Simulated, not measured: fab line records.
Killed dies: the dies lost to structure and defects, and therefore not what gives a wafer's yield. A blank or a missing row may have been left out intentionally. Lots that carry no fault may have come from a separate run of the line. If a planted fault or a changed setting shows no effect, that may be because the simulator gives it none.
Which tool is to blame? -- flow nand-harc -- 6 lots, 17 wafers sampled, at 5 steps of a route of 1302

## WHAT THE GAUGES READ, wafer by wafer
NHARC_END_SORT_01.
lot,measured,on,killed-at-array
L463,day 29 07:08,prober-01,47 409

## EACH LOT AND THE TOOL THAT RAN IT (in order: tool; ch and the chambers of the sampled wafers; start)
lot,NHARC_A_STAIRCASE_TRIM_222,NHARC_A_STAIRCASE_ETCH_223,NHARC_A_STAIRCASE_ETCH_225,NHARC_A_STAIRCASE_TRIM_235
L453,"rie-diel-11 ch 0,2,3, day 17 08:24 or earlier","rie-diel-11 ch 1,3, day 17 08:24 or earlier","rie-diel-11 ch 2,3, day 17 08:24","rie-diel-04 ch 0,1,3, no start"
L457,"rie-diel-13 ch 0,2, day 19 05:13 or earlier","rie-diel-13 ch 2,3, day 19 05:13 or earlier","rie-diel-13 ch 0,2, day 19 05:13","rie-diel-13 ch 0,2, no start"
L460,"rie-diel-04 ch 1,2,3, day 20 10:50 or earlier","rie-diel-04 ch 0,2,3, day 20 10:50 or earlier","rie-diel-04 ch 0,1,3, day 20 10:50","rie-diel-04 ch 1,2,3, no start"
L463,"rie-diel-04 ch 1,3, day 21 00:30 or earlier","rie-diel-04 ch 2,3, day 21 00:30 or earlier","rie-diel-04 ch 0,1, day 21 00:30","rie-diel-11 ch 0, day 29 07:08 or earlier"
L471,"rie-diel-11 ch 0,3, day 25 11:38 or earlier","rie-diel-11 ch 0,2, day 25 11:38 or earlier","rie-diel-11 ch 1,3, day 25 11:38","rie-diel-11 ch 0,1,3, no start"
L473,"rie-diel-11 ch 0,1, day 26 05:44 or earlier","rie-diel-11 ch 1,2,3, day 26 05:44 or earlier","rie-diel-11 ch 0,3, day 26 05:44","rie-diel-11 ch 0,1, no start"
- NHARC_A_STAIRCASE_TRIM_222: chemistry O2, time 211.2 s.
- NHARC_A_STAIRCASE_ETCH_223: etches the open film in C4F8/O2, target depth 100 nm, time 40.5 s.
- NHARC_A_STAIRCASE_ETCH_225: etches the open film in C4F8/O2, target depth 100 nm, time 40.5 s.
- NHARC_A_STAIRCASE_TRIM_235: chemistry O2, time 211.2 s.

## THE ANSWER, worked out from the rows above alone
Rule: the usual values come from the lots themselves. The widest of any qualifying gaps counts: lots, ordered by their means at a reading, are off when they make up no more than a third of the lots, leave a main group of 4 or more, and stand apart from it by 3 or more times the standard deviation of that group's means. A main group whose means are all the same, to the digits that the tables above print for the reading, isn't used. Also off: a lot with no number at a reading for which 4 or more lots have one. All remaining lots with rows at the step are treated as sound.
No lot is off at any reading shown: from this, nothing can be told.

## WHAT THE SIMULATOR PUT IN
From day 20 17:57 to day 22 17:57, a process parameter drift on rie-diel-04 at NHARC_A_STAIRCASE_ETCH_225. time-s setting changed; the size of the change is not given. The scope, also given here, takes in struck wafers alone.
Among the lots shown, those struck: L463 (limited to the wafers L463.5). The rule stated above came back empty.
